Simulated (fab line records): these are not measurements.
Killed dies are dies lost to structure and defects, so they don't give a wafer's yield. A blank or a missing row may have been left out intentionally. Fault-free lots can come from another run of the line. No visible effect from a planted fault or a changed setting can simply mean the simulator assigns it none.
Split-lot study | flow n5-finfet | 21 wafers read from 7 lots, route of 1938 steps

## THE SPLIT
At N5_BEOL_M13_COAT_58 (time 60 s, resist thk 89 nm), the setting spin-rpm was moved away from the recipe's 1500 rpm on 8 of the 21 wafers read, by +3.3% to +8.6%. For the rest of the wafers, this setting stayed at what the recipe calls for.

## FROM THE SPLIT TO THE READING: what the file shows between them, 3 steps
- N5_BEOL_M13_COAT_04: resist thk 400 nm
- N5_BEOL_M13_EBR_06
- N5_BEOL_M13_DESCUM_15: chemistry O2, time 7.9 s

## THE READING
etch.depth-nm (the simulator's own value, which no gauge read), in nm, at N5_BEOL_M13_ETCH_59 (etches BARC in N2/H2, target depth 89 nm, overetch 26.7 nm, time 67.9 s). The file does not state a usual value for it. The 13 wafers here that ran the recipe average 89.09 nm, standard deviation 0.35 nm.

wafer  | tool, chamber at the split | spin-rpm as run, rpm | against the recipe | etch.depth-nm, nm | against lot-mates on the recipe
L075.2 | litho-track-05, 0          | 1629                 | +8.6%              | 85.52             | -3.59
L075.4 | litho-track-05, 0          | 1500                 | recipe             | 89.11             | -
L075.6 | litho-track-05, 0          | 1629                 | +8.6%              | 85.45             | -3.66
L074.3 | litho-track-02, 0          | 1550                 | +3.3%              | 87.74             | -1.61
L074.5 | litho-track-02, 0          | 1500                 | recipe             | 89.35             | -
L074.6 | litho-track-02, 0          | 1550                 | +3.3%              | 87.85             | -1.50
L077.2 | litho-track-03, 0          | 1500                 | recipe             | 88.95             | -
L077.3 | litho-track-03, 0          | 1584                 | +5.6%              | 86.46             | -2.38
L077.4 | litho-track-03, 0          | 1500                 | recipe             | 88.73             | -
L079.1 | litho-track-05, 0          | 1500                 | recipe             | 88.56             | -
L079.2 | litho-track-05, 0          | 1500                 | recipe             | 88.73             | -
L079.6 | litho-track-05, 0          | 1500                 | recipe             | 88.5              | -
L085.2 | litho-track-05, 0          | 1500                 | recipe             | 89.45             | -
L085.5 | litho-track-05, 0          | 1500                 | recipe             | 89.29             | -
L085.6 | litho-track-05, 0          | 1500                 | recipe             | 89.4              | -
L089.1 | litho-track-02, 0          | 1500                 | recipe             | 89.11             | -
L089.3 | litho-track-02, 0          | 1616                 | +7.7%              | 85.74             | -3.37
L089.6 | litho-track-02, 0          | 1616                 | +7.7%              | 85.82             | -3.29
L097.1 | litho-track-05, 0          | 1500                 | recipe             | 89.45             | -
L097.2 | litho-track-05, 0          | 1500                 | recipe             | 89.55             | -
L097.4 | litho-track-05, 0          | 1613                 | +7.5%              | 86.2              | -3.30

FIT RESULTS
A straight line over all 21 wafers: etch.depth-nm changes by -0.42 nm for each +1% of spin-rpm; r = -0.98; the points scatter about the line by 0.31 nm.
The same after taking each lot's own level away (the mean of its wafers on the recipe; 21 wafers): -0.428 nm for each +1%; r = -1.00; scatter 0.081 nm.
Per that fit: largest spin-rpm move, reading shift of 3.7 nm.
From 88.597 to 89.500 nm: that is the span of the lots' own levels, equal to 2.6 times the standard deviation above.
Consequently the slope shifts little with the lot-to-lot level, the two slopes agreeing.
Check: -3.72 nm against its lot-mates is what the line predicts for one of the wafers moved furthest among these (+8.6%) when that wafer is left out of the fit. It came out at -3.59 nm against them.

## FURTHER SPLITS ON THESE WAFERS
Other splits were also applied to these wafers ahead of the reading. Each is held against what the fit with the lots' levels taken away leaves over:
other split on the same wafers | wafers away from the commonest value | r with etch.depth-nm (lot level and that fit taken away)
N5_BEOL_M12_DEP_53 time-s      | 7                                    | +0.01

## THE WHOLE CHAIN: every reading that the file lists as answering this split, in the file's order
step                 | what it does                                                            | reading                                                                          | change (the file's fit)               | r (the file's)
N5_BEOL_M13_COAT_58  | time 60 s, resist thk 89 nm                                             | BARC_of_BEOL_M13_COAT_58.thk-nm (the simulator's own value, which no gauge read) | -0.439 nm for each +1% of the setting | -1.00
N5_BEOL_M13_ETCH_59  | etches BARC in N2/H2, target depth 89 nm, overetch 26.7 nm, time 67.9 s | etch.depth-nm (the simulator's own value, which no gauge read)                   | -0.43 nm for each +1% of the setting  | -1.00
N5_BEOL_M13_STRIP_64 | strips in N2/H2                                                         | strip-time-to-endpoint-s                                                         | withheld for each +1% of the setting  | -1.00

## FILE'S OWN FIT
etch.depth-nm changes by -0.43 nm for each +1% of spin-rpm, r = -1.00.
